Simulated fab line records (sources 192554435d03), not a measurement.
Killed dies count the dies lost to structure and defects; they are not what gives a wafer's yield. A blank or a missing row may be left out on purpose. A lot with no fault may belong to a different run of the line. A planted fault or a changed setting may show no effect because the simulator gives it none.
Chamber matching    flow n5_finfet    cvd_co-01 running N5_BEOL_M5_CO_CAP_78: 3 sister chambers
The step material Co, precursor CCTBA/H2, target thk 2 nm, time 102.1 s. 3 wafers are shown with their chamber, then 10 later ones without.

WAFERS, EACH WITH ITS CHAMBER
wafer   chamber  heater_power_w (W)
L086.2  1        222
L090.1  2        218
L090.3  0        236

WAFERS WHOSE CHAMBER IS MISSING
wafer   heater_power_w (W)
L090.4  242
L093.2  215
L093.5  220
L093.6  241
L094.3  221
L094.4  226
L094.5  250
L095.1  244
L095.2  228
L095.6  228

THE CHAMBER EACH PASSED THROUGH
wafer   from the rows above           in truth
L090.4  0                             0
L093.2  can't be placed: 2 or 1       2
L093.5  can't be placed: 1 or 2       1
L093.6  0                             0
L094.3  can't be placed: 1 or 2       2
L094.4  can't be placed: 1 or 2 or 0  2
L094.5  0                             0
L095.1  0                             0
L095.2  can't be placed: 1 or 0 or 2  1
L095.6  can't be placed: 1 or 0 or 2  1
4 of 10 placed correctly. Unplaceable from these rows: 6, with the true chamber sitting among the candidates in 6. Placed wrongly: 0.
How it was worked out, from the rows above alone: a wafer's distance from a chamber is the root of the sum, over the readings, of the square of ((its reading less the chamber's mean) divided by the reading's scatter). The wafer belongs to the nearest chamber; if the next one is less than 2 further off, it can't be placed. For every chamber, the mean is computed from those of its wafers that are shown. The scatter: with one shown wafer a chamber, the root of the mean of the squares of how far each hidden wafer lies from its nearest shown one.
